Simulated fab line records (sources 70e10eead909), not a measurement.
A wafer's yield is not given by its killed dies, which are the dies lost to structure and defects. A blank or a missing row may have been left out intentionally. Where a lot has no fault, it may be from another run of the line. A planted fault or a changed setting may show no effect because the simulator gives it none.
fab line records + flow nand-harc
record
- lots=6
- wafers=18
- last-day=24
route steps=1159 shown A_M1@1029
lots that met no fault: from a run of the same line without faults
start-h: start of the lot's first displayed wafer, in hours after the record's first day + wait-h: hours from the lot's prior step to this one + " same as the row above + L1.1+2: a row that stands for several wafers + - no value present, or no start provided + * or withheld: withheld + < > ~ a bound
route shown NAME@n: names a module that has steps shown in the file, with the first one's number in the route + usual: mean and standard deviation over wafers with no fault + same: alike in all rows + chamber/n: place in a boat + sites: per-site readings + _std_site: how widely they spread, as a standard deviation + _edge_site: the outer-site mean with the inner-site mean subtracted + radius-mm: for every site, how far away it sits from the centre of the wafer + mask NAME#n: copy n + behind: the tool/chamber that last shaped the wafer + hold: why the lot was held/for how many hours/how that ended + device: names the non-switching transistor (n, p or np) + end of line: tests run on the same wafers once the route is complete + a step with no rows: only its recipe + killed: the dies lost at the first sort to structure and to defects; this is not the yield of the wafer + map: a wafer's dies, x killed, . not, _ none there
set.NAME: the setting as run; set.NAME@STEP: as run at that earlier step + model.NAME: the simulator's own value behind a step, which no gauge read
certain route steps with their lots: each step a table, each wafer a row
services: from which hour (start-h, from the record's first day; less than 0 if before it) a tool's chamber was out of use, for how many hours, and why
## steps
# step NHARC_A_M1_COAT_34
# recipe
- temp-c=200
- time-s=65
# step NHARC_A_M1_COAT_03
# recipe
- spin-rpm=1500
- resist-thk-nm=90
# step NHARC_A_M1_SOFTBAKE_04
# recipe
- temp-c=105
- time-s=55
# step NHARC_A_M1_EBR_05
# step NHARC_A_M1_EXPOSE_06
# recipe
- na=1.35
- target-cd-nm=120
- dose-mj=75.13
- mask-id=A_M1
# step NHARC_A_M1_PEB_07
# recipe
- peb-temp-c=100
- peb-time-s=65
# step NHARC_A_M1_DEVELOP_08
# recipe
- develop-time-s=35
- dev-temp-c=23
# step NHARC_A_M1_CD_MEAS_09
# recipe
- target-cd-nm=120
- landing-energy-ev=500
# usual
- cd-nm=120.1/0.45
| lot.wafer | tool      | chamber | start-h | wait-h | cd-nm |
|-----------|-----------|---------|---------|--------|-------|
| L499.1    | cd-sem-02 | 0       | 431.75  | -      | 120.2 |
| L499.5    | "         | 0       | "       | "      | 120.4 |
| L499.6    | "         | 0       | "       | "      | 120.2 |
| L509.2    | cd-sem-02 | 0       | 505.50  | -      | 119.1 |
| L509.3    | "         | 0       | "       | "      | 120.1 |
| L509.5    | "         | 0       | "       | "      | 119.5 |
| L514.2    | cd-sem-01 | 0       | 513.32  | -      | 120.3 |
| L514.3    | "         | 0       | "       | "      | 120.0 |
| L514.4    | "         | 0       | "       | "      | 119.8 |
| L508.1    | cd-sem-03 | 0       | 516.01  | -      | 120.1 |
| L508.3    | "         | 0       | "       | "      | 120.6 |
| L508.5    | "         | 0       | "       | "      | 120.5 |
| L513.3    | cd-sem-03 | 0       | 518.94  | -      | 119.9 |
| L513.4    | "         | 0       | "       | "      | 120.3 |
| L513.5    | "         | 0       | "       | "      | 119.8 |
| L519.1    | cd-sem-01 | 0       | 537.88  | -      | 120.2 |
| L519.3    | "         | 0       | "       | "      | 121.0 |
| L519.4    | "         | 0       | "       | "      | 120.2 |
# step NHARC_A_M1_OVL_MEAS_10
# recipe
- pitch-nm=240
# usual
- overlay-x-nm=-0.1/0.95
- overlay-y-nm=0.1/0.8
| lot.wafer | tool       | chamber | start-h | wait-h | overlay-x-nm | overlay-y-nm |
|-----------|------------|---------|---------|--------|--------------|--------------|
| L499.1    | overlay-01 | -       | 431.84  | -      | -1.4         | -0.4         |
| L499.5    | "          | -       | "       | "      | -1.2         | -0.6         |
| L499.6    | "          | -       | "       | "      | -0.5         | -0.6         |
| L509.2    | overlay-01 | -       | 505.59  | -      | 0.5          | 0.6          |
| L509.3    | "          | -       | "       | "      | 0.1          | -0.2         |
| L509.5    | "          | -       | "       | "      | -0.3         | -0.2         |
| L514.2    | overlay-01 | -       | 513.41  | -      | -0.6         | 1.2          |
| L514.3    | "          | -       | "       | "      | -0.4         | 0.6          |
| L514.4    | "          | -       | "       | "      | -0.1         | 1.3          |
| L508.1    | overlay-01 | -       | 516.10  | -      | -0.7         | -0.5         |
| L508.3    | "          | -       | "       | "      | -0.6         | -0.2         |
| L508.5    | "          | -       | "       | "      | -0.2         | -0.8         |
| L513.3    | overlay-01 | -       | 519.03  | -      | 0.0          | -0.6         |
| L513.4    | "          | -       | "       | "      | -0.1         | -0.7         |
| L513.5    | "          | -       | "       | "      | -0.4         | -0.5         |
| L519.1    | overlay-02 | -       | 537.97  | -      | 0.6          | -0.7         |
| L519.3    | "          | -       | "       | "      | -0.1         | -1.0         |
| L519.4    | "          | -       | "       | "      | 0.1          | -0.7         |
# step NHARC_A_M1_INSPECT_11
# usual
- raw-defect-count=30/12
| lot.wafer | tool              | chamber | start-h | wait-h | raw-defect-count |
|-----------|-------------------|---------|---------|--------|------------------|
| L499.1    | defect-inspect-02 | -       | 431.88  | 0.0    | 19               |
| L499.5    | "                 | -       | "       | "      | 18               |
| L499.6    | "                 | -       | "       | "      | 30               |
| L509.2    | defect-inspect-02 | -       | 505.62  | 0.0    | 58               |
| L509.3    | "                 | -       | "       | "      | 44               |
| L509.5    | "                 | -       | "       | "      | 47               |
| L514.2    | defect-inspect-01 | -       | 513.44  | 0.0    | 40               |
| L514.3    | "                 | -       | "       | "      | 61               |
| L514.4    | "                 | -       | "       | "      | 51               |
| L508.1    | defect-inspect-01 | -       | 516.14  | 0.0    | 28               |
| L508.3    | "                 | -       | "       | "      | 35               |
| L508.5    | "                 | -       | "       | "      | 35               |
| L513.3    | defect-inspect-02 | -       | 519.06  | 0.0    | 30               |
| L513.4    | "                 | -       | "       | "      | 25               |
| L513.5    | "                 | -       | "       | "      | 30               |
| L519.1    | defect-inspect-02 | -       | 538.00  | 0.0    | 46               |
| L519.3    | "                 | -       | "       | "      | 41               |
| L519.4    | "                 | -       | "       | "      | 46               |
# step NHARC_A_M1_DESCUM_14
# recipe
- time-s=3
- o2-flow-sccm=200
- ar-flow-sccm=0
- bias-power-w=0
- chemistry=O2
# usual
- drypump-motor-current-A=5.43/0.26
- oes-product-au=1.001/0.0074
- rf-vpp-V=57.8/0.85
- showerhead-plenum-p-Torr=1.94/0.073
- throttle-valve-pct=11.311/0.0089
| lot.wafer | tool        | chamber | start-h | wait-h | drypump-motor-current-A | oes-product-au | rf-hours-counter-h | rf-vpp-V | showerhead-plenum-p-Torr | throttle-valve-pct |
|-----------|-------------|---------|---------|--------|-------------------------|----------------|--------------------|----------|--------------------------|--------------------|
| L499.1    | rie-diel-03 | 3       | 431.96  | 0.1    | 4.97                    | 1.003          | 1.5                | 57.8     | 2.01                     | 11.309             |
| L499.6    | "           | 1       | "       | "      | 5.57                    | 1.005          | -                  | 57.9     | 1.96                     | 11.314             |
| L499.5    | "           | 2       | "       | "      | 5.48                    | 0.992          | -                  | 59.3     | 2.00                     | 11.315             |
| L509.2    | rie-diel-10 | 2       | 505.68  | 0.1    | 5.58                    | 1.000          | 3.1                | 57.3     | 1.88                     | 11.319             |
| L509.3    | "           | 0       | "       | "      | 5.75                    | 0.995          | 3.5                | 57.6     | 1.85                     | 11.304             |
| L509.5    | "           | 3       | "       | "      | 5.33                    | 1.005          | -                  | 56.8     | 1.83                     | 11.312             |
| L514.2    | rie-diel-03 | 0       | 513.50  | 0.1    | 5.28                    | 0.992          | 7.5                | 58.7     | 1.86                     | 11.299             |
| L514.4    | "           | 1       | "       | "      | 5.55                    | 1.005          | 7.6                | 57.0     | 1.96                     | 11.324             |
| L514.3    | "           | 2       | "       | "      | 5.54                    | 0.983          | 7.4                | 56.3     | 2.00                     | 11.318             |
| L508.3    | rie-diel-03 | 0       | 516.22  | 0.1    | 5.30                    | 1.007          | 7.6                | 58.8     | 1.86                     | 11.316             |
| L508.1    | "           | 1       | "       | "      | 5.54                    | 1.015          | 7.6                | 57.6     | 1.96                     | 11.309             |
| L508.5    | "           | 3       | "       | "      | 4.95                    | 0.997          | -                  | 57.3     | 2.01                     | 11.317             |
| L513.3    | rie-diel-10 | 0       | 519.13  | 0.1    | 5.71                    | 0.992          | 4.0                | 56.5     | 1.85                     | 11.317             |
| L513.4    | "           | 1       | "       | "      | 5.53                    | 1.001          | 3.7                | 59.3     | 2.00                     | 11.311             |
| L513.5    | "           | 0       | "       | "      | 5.72                    | 1.002          | -                  | 58.5     | 1.85                     | 11.313             |
| L519.1    | rie-diel-12 | 3       | 538.06  | 0.1    | 4.83                    | 0.991          | 12.9               | 57.5     | 1.97                     | 11.330             |
| L519.4    | "           | 0       | "       | "      | 5.70                    | 0.993          | 11.9               | 56.7     | 2.05                     | 11.318             |
| L519.3    | "           | 2       | "       | "      | 5.75                    | 0.994          | 13.1               | 59.2     | 2.01                     | 11.331             |
# step NHARC_A_M1_ETCH_35
# recipe
- target-depth-a=400
- overetch-a=120
- time-s=43.94
- ion-energy-ev=200
- n2-flow-sccm=150
- h2-flow-sccm=150
- ar-flow-sccm=0
- rf-w=400
- bias-w=150
- chemistry=N2/H2
# usual
- bias-w=150.0/0.5
- chamber-pressure-mTorr=30.001/0.029
- drypump-motor-current-A=5.41/0.26
- oes-product-au=0.998/0.0069
- rf-vpp-V=431.1/2.3
- showerhead-plenum-p-Torr=2.06/0.079
- throttle-valve-pct=14.171/0.0089
| lot.wafer | tool        | chamber | start-h | wait-h | bias-w | chamber-pressure-mTorr | drypump-motor-current-A | oes-product-au | rf-hours-counter-h | rf-vpp-V | showerhead-plenum-p-Torr | throttle-valve-pct |
|-----------|-------------|---------|---------|--------|--------|------------------------|-------------------------|----------------|--------------------|----------|--------------------------|--------------------|
| L499.1    | rie-diel-03 | 1       | 432.04  | 0.1    | 150.3  | 29.981                 | 5.58                    | 1.003          | 2                  | 431.5    | 2.10                     | 14.173             |
| L499.6    | "           | 3       | "       | "      | 150.3  | 30.036                 | 4.93                    | 0.986          | -                  | 434.7    | 2.15                     | 14.171             |
| L499.5    | "           | 0       | "       | "      | 150.4  | 29.969                 | 5.29                    | 1.003          | -                  | 428.6    | 1.98                     | 14.162             |
| L509.2    | rie-diel-10 | 3       | 505.77  | 0.1    | 150.4  | 29.970                 | 5.34                    | 1.001          | 3                  | 428.4    | 1.94                     | 14.181             |
| L509.3    | "           | 1       | "       | "      | 150.6  | 30.017                 | 5.55                    | 1.013          | 3                  | 433.1    | 2.13                     | 14.166             |
| L509.5    | "           | 3       | "       | "      | 150.2  | 30.032                 | 5.32                    | 1.000          | -                  | 427.7    | 1.94                     | 14.153             |
| L514.3    | rie-diel-03 | 3       | 513.59  | 0.1    | 150.8  | 30.021                 | 4.94                    | 0.989          | 7                  | 432.4    | 2.14                     | 14.179             |
| L514.4    | "           | 1       | "       | "      | 149.9  | 30.003                 | 5.54                    | 0.999          | 8                  | 431.9    | 2.09                     | 14.165             |
| L514.2    | "           | 2       | "       | "      | 149.6  | 30.037                 | 5.44                    | 0.989          | 7                  | 432.9    | 2.13                     | 14.164             |
| L508.3    | rie-diel-03 | 3       | 516.28  | 0.1    | 150.4  | 29.991                 | 4.97                    | 0.985          | 7                  | 434.4    | 2.15                     | 14.187             |
| L508.1    | "           | 2       | "       | "      | 149.2  | 30.012                 | 5.46                    | 0.980          | 7                  | 433.9    | 2.13                     | 14.168             |
| L508.5    | "           | 0       | "       | "      | 150.3  | 30.005                 | 5.29                    | 1.004          | -                  | 428.1    | 1.98                     | 14.163             |
| L513.3    | rie-diel-10 | 0       | 519.22  | 0.1    | 149.7  | 29.970                 | 5.77                    | 1.004          | 4                  | 429.3    | 1.97                     | 14.163             |
| L513.4    | "           | 1       | "       | "      | 149.6  | 29.995                 | 5.54                    | 1.011          | 4                  | 433.1    | 2.13                     | 14.184             |
| L513.5    | "           | 2       | "       | "      | 151.1  | 29.994                 | 5.57                    | 1.011          | -                  | 429.6    | 2.00                     | 14.167             |
| L519.4    | rie-diel-12 | 1       | 538.15  | 0.1    | 149.6  | 29.974                 | 5.43                    | 0.999          | 10                 | 431.0    | 2.09                     | 14.168             |
| L519.3    | "           | 2       | "       | "      | 149.5  | 30.031                 | 5.80                    | 1.003          | 13                 | 434.1    | 2.15                     | 14.172             |
| L519.1    | "           | 3       | "       | "      | 149.1  | 29.988                 | 4.83                    | 1.003          | 13                 | 432.7    | 2.10                     | 14.178             |
# step NHARC_A_M1_ETCH_15
# recipe
- target-depth-a=1825
- time-s=91.2
- c4f8-flow-sccm=withheld
- ar-flow-sccm=400
- rf-w=600
- bias-w=300
- chemistry=C4F8/Ar
# usual
- bias-w=300.0/1
- chamber-pressure-mTorr=24.999/0.022
- oes-product-au=0.958/0.025
- rf-vpp-V=441.8/2.4
| lot.wafer | tool        | chamber | start-h | wait-h | bias-w | chamber-pressure-mTorr | oes-product-au | rf-hours-counter-h | rf-vpp-V |
|-----------|-------------|---------|---------|--------|--------|------------------------|----------------|--------------------|----------|
| L499.1    | rie-diel-03 | 2       | 432.13  | -      | 299.3  | 25.010                 | 0.952          | 1                  | 442.5    |
| L499.6    | "           | 0       | "       | "      | 299.0  | 25.038                 | 0.977          | -                  | 438.2    |
| L499.5    | "           | 1       | "       | "      | 299.6  | 25.009                 | 0.968          | -                  | 443.5    |
| L509.2    | rie-diel-10 | 3       | 505.86  | -      | -      | -                      | -              | -                  | -        |
| L509.3    | "           | 1       | "       | "      | -      | -                      | -              | -                  | -        |
| L509.5    | "           | 3       | "       | "      | -      | -                      | -              | -                  | -        |
| L514.4    | rie-diel-03 | 2       | 513.68  | -      | 299.6  | 24.973                 | 0.912          | 7                  | 444.3    |
| L514.2    | "           | 3       | "       | "      | 299.1  | 24.994                 | 0.916          | 7                  | 442.8    |
| L514.3    | "           | 0       | "       | "      | 300.8  | 25.016                 | 0.928          | 8                  | 439.3    |
| L508.3    | rie-diel-03 | 3       | 516.37  | -      | -      | -                      | -              | -                  | -        |
| L508.1    | "           | 1       | "       | "      | -      | -                      | -              | -                  | -        |
| L508.5    | "           | 3       | "       | "      | -      | -                      | -              | -                  | -        |
| L513.4    | rie-diel-10 | 2       | 519.31  | -      | 300.7  | 24.973                 | 0.979          | 4                  | 440.8    |
| L513.3    | "           | 3       | "       | "      | 299.6  | 25.028                 | 0.964          | 4                  | 438.1    |
| L513.5    | "           | 1       | "       | "      | 299.7  | 24.989                 | 0.980          | -                  | 444.9    |
| L519.3    | rie-diel-12 | 2       | 538.24  | -      | 300.0  | 24.996                 | 0.923          | 13                 | 443.1    |
| L519.1    | "           | 3       | "       | "      | 298.7  | 24.990                 | 0.920          | 13                 | 442.1    |
| L519.4    | "           | 0       | "       | "      | 298.5  | 24.998                 | 0.923          | 12                 | 445.8    |
# step NHARC_A_M1_CD_MEAS_16
# usual
- cd-nm=120.0/0.57
| lot.wafer | tool      | chamber | start-h | wait-h | cd-nm |
|-----------|-----------|---------|---------|--------|-------|
| L499.1    | cd-sem-03 | -       | 432.24  | -      | 120.7 |
| L499.5    | "         | -       | "       | "      | 120.2 |
| L499.6    | "         | -       | "       | "      | 119.8 |
| L509.2    | cd-sem-03 | -       | 505.99  | -      | 119.3 |
| L509.3    | "         | -       | "       | "      | 119.5 |
| L509.5    | "         | -       | "       | "      | 119.6 |
| L514.2    | cd-sem-02 | -       | 513.81  | -      | 120.8 |
| L514.3    | "         | -       | "       | "      | 120.0 |
| L514.4    | "         | -       | "       | "      | 119.9 |
| L508.1    | cd-sem-03 | -       | 516.50  | -      | 120.3 |
| L508.3    | "         | -       | "       | "      | 119.9 |
| L508.5    | "         | -       | "       | "      | 119.9 |
| L513.3    | cd-sem-03 | -       | 519.44  | -      | 120.1 |
| L513.4    | "         | -       | "       | "      | 120.3 |
| L513.5    | "         | -       | "       | "      | 120.1 |
| L519.1    | cd-sem-01 | -       | 538.37  | -      | 120.9 |
| L519.3    | "         | -       | "       | "      | 120.9 |
| L519.4    | "         | -       | "       | "      | 120.3 |
## services
| tool        | chamber | start-h | hours | kind   |
|-------------|---------|---------|-------|--------|
| rie-diel-12 | -       | 417.86  | 0.5   | repair |
| rie-diel-03 | 0       | 425.84  | -     | clean  |
| rie-diel-03 | 1       | 425.84  | -     | clean  |
| rie-diel-03 | 2       | 425.84  | -     | clean  |
| rie-diel-03 | 3       | 425.84  | -     | clean  |
| rie-diel-03 | 0       | 450.34  | -     | clean  |
| rie-diel-03 | 1       | 450.34  | -     | clean  |
| rie-diel-03 | 2       | 450.34  | -     | clean  |
| rie-diel-03 | 3       | 450.34  | -     | clean  |
| rie-diel-03 | 0       | 451.58  | 3.9   | repair |
| rie-diel-03 | 0       | 474.84  | -     | clean  |
| rie-diel-03 | 1       | 474.84  | -     | clean  |
| rie-diel-03 | 2       | 474.84  | -     | clean  |
| rie-diel-03 | 3       | 474.84  | -     | clean  |
| rie-diel-10 | 1       | 479.27  | 7.9   | repair |
| rie-diel-10 | -       | 498.21  | 0.2   | repair |
| rie-diel-03 | 0       | 499.34  | -     | clean  |
| rie-diel-03 | 1       | 499.34  | -     | clean  |
| rie-diel-03 | 2       | 499.34  | -     | clean  |
| rie-diel-03 | 3       | 499.34  | -     | clean  |
| rie-diel-12 | 1       | 506.69  | 14.3  | repair |
| rie-diel-03 | 2       | 519.95  | 14.1  | repair |
| rie-diel-03 | -       | 527.05  | 0.4   | repair |
| rie-diel-10 | -       | 530.50  | 9.0   | pm     |
## key
first-sign
- step=NHARC_A_M1_ETCH_15
- reading=tool-record
- direction=missing
effect none on later readings
met-at NHARC_A_M1_ETCH_15
struck-wafers L508.1,L508.3,L508.5,L509.2,L509.3,L509.5
later-rows-left-out L508.1,L508.3,L508.5,L509.2,L509.3,L509.5
sort-left-out L508.1,L508.3,L508.5,L509.2,L509.3,L509.5
onset-between 432.13 505.86
fault
- kind=skipped-step-whole
- tool=rie-diel-03,rie-diel-10
- chamber=-
- onset-h=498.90
- steps=NHARC_A_M1_ETCH_15
- scope=struck-lots-only
# sort-left-out: the simulated sort isn't trusted on such a fault, so these wafers' sort isn't shown, and their yield isn't known
# later-rows-left-out: the simulator's readings of these wafers behind a module that went badly wrong aren't trusted and aren't shown, but for the sort
